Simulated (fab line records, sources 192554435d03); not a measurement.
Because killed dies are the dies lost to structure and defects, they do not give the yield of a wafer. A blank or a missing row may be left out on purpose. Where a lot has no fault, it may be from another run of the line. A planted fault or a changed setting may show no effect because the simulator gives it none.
Chamber matching | flow n5 finfet | N5_FIN_SAQP_ALD_61 on ald sin-02 has 4 sister chambers
The step deposits SiO2, target thk 4 nm, pulse time 1 s, purge time 2 s. 16 wafers are shown with their chamber, then 8 later ones without.

## EACH WAFER AND ITS CHAMBER
wafer  | chamber | heater power w (W) | precursor pulse height rel
L075.1 | 0       | 490                | 1.001
L075.5 | 3       | 434                | 1.008
L075.6 | 0       | 492                | 1.044
L079.2 | 2       | 510                | 0.965
L079.4 | 0       | 497                | 1.008
L079.6 | 1       | 444                | 1.016
L080.4 | 1       | 445                | 1.019
L080.5 | 2       | 503                | 1.032
L080.6 | 1       | 452                | 0.981
L085.1 | 0       | 480                | 1.032
L085.4 | 2       | 504                | 1.054
L085.5 | 3       | 431                | 1.007
L093.2 | 3       | 445                | 1.004
L093.4 | 2       | 503                | 0.971
L093.5 | 2       | 505                | 1.000
L094.1 | 3       | 436                | 0.952

SIGNATURES, as means of the wafers listed above
reading                    | chamber 0 | chamber 1 | chamber 2 | chamber 3 | scatter within a chamber
heater power w             | 489.75    | 447.00    | 505.00    | 436.50    | 5.27
precursor pulse height rel | 1.02125   | 1.00533   | 1.00440   | 0.99275   | 0.0292
Rule: a wafer lies at a distance from a chamber equal to the root of the sum of squares, over the readings, of (its reading less the chamber's mean, divided by the reading's scatter). The wafer belongs to the nearest chamber; if the next one is less than 2 further off, it can't be placed. The scatter: take each reading less its chamber's mean, square it, sum over the shown wafers, divide by the number of wafers less the number of chambers, and take the root.

## WAFERS WITHOUT THEIR CHAMBER
wafer  | heater power w (W) | precursor pulse height rel
L094.2 | 507                | 1.013
L094.4 | 487                | 1.044
L095.1 | 493                | 0.975
L095.4 | 460                | 0.999
L095.5 | 437                | 0.984
L097.1 | 496                | 1.014
L097.2 | 433                | 0.968
L097.6 | 446                | 1.009

## EACH ONE'S CHAMBER
wafer  | from the rows above     | in truth
L094.2 | 2                       | 2
L094.4 | 0                       | 0
L095.1 | can't be placed: 0 or 2 | 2
L095.4 | can't be placed: 1 or 3 | 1
L095.5 | can't be placed: 3 or 1 | 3
L097.1 | can't be placed: 0 or 2 | 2
L097.2 | can't be placed: 3 or 1 | 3
L097.6 | can't be placed: 1 or 3 | 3
Placed correctly: 2 of 8. Unplaceable from these rows: 6, with the true chamber sitting among the candidates in 6. Wrongly placed: 0.
